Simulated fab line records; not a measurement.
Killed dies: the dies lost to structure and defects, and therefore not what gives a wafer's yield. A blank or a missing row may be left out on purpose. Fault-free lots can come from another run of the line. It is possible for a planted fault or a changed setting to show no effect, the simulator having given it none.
Chamber matching / flow nandHarc / NHARC_P_GATE_DESCUM_31 on rieDiel-06 has 4 sister chambers
The step chemistry O2, time 3 s. 8 wafers are shown with their chamber, then 8 later ones without.

## WAFERS PAIRED WITH THEIR CHAMBERS
wafer=L075.6; chamber=3; showerheadPlenumPTorr (Torr)=1.96; drypumpMotorCurrentA (A)=6.0
wafer=L086.4; chamber=3; showerheadPlenumPTorr (Torr)=1.96; drypumpMotorCurrentA (A)=6.0
wafer=L088.3; chamber=0; showerheadPlenumPTorr (Torr)=1.79; drypumpMotorCurrentA (A)=5.5
wafer=L088.4; chamber=2; showerheadPlenumPTorr (Torr)=1.79; drypumpMotorCurrentA (A)=5.1
wafer=L089.4; chamber=0; showerheadPlenumPTorr (Torr)=1.79; drypumpMotorCurrentA (A)=5.5
wafer=L089.5; chamber=2; showerheadPlenumPTorr (Torr)=1.80; drypumpMotorCurrentA (A)=5.1
wafer=L089.6; chamber=1; showerheadPlenumPTorr (Torr)=2.05; drypumpMotorCurrentA (A)=5.7
wafer=L091.2; chamber=1; showerheadPlenumPTorr (Torr)=2.05; drypumpMotorCurrentA (A)=5.8

## WAFERS WHOSE CHAMBER IS MISSING
wafer=L091.3; showerheadPlenumPTorr (Torr)=1.79; drypumpMotorCurrentA (A)=5.1
wafer=L091.5; showerheadPlenumPTorr (Torr)=1.79; drypumpMotorCurrentA (A)=5.5
wafer=L093.1; showerheadPlenumPTorr (Torr)=1.80; drypumpMotorCurrentA (A)=5.1
wafer=L093.2; showerheadPlenumPTorr (Torr)=1.79; drypumpMotorCurrentA (A)=5.6
wafer=L093.3; showerheadPlenumPTorr (Torr)=1.96; drypumpMotorCurrentA (A)=6.0
wafer=L096.2; showerheadPlenumPTorr (Torr)=1.79; drypumpMotorCurrentA (A)=5.1
wafer=L096.3; showerheadPlenumPTorr (Torr)=1.96; drypumpMotorCurrentA (A)=6.0
wafer=L096.6; showerheadPlenumPTorr (Torr)=1.79; drypumpMotorCurrentA (A)=5.5

## WHICH CHAMBER EACH ONE RAN IN
wafer=L091.3; from the rows above=2; in truth=2
wafer=L091.5; from the rows above=0; in truth=0
wafer=L093.1; from the rows above=2; in truth=2
wafer=L093.2; from the rows above=0; in truth=0
wafer=L093.3; from the rows above=3; in truth=3
wafer=L096.2; from the rows above=2; in truth=2
wafer=L096.3; from the rows above=3; in truth=3
wafer=L096.6; from the rows above=0; in truth=0
8 of 8 placed correctly. Not placeable from these rows: 0. 0 placed wrongly.
How it was worked out, from the rows above alone: a wafer's distance from a chamber is the root of the sum, over the readings, of the square of ((its reading less the chamber's mean) divided by the reading's scatter). The wafer belongs to the nearest chamber; if the next one is less than 2 further off, it can't be placed. For every chamber, the mean is computed from those of its wafers that are shown. The scatter is the square root of a quotient: the sum, over the shown wafers, of each reading's squared deviation from its chamber's mean, divided by wafers minus chambers.
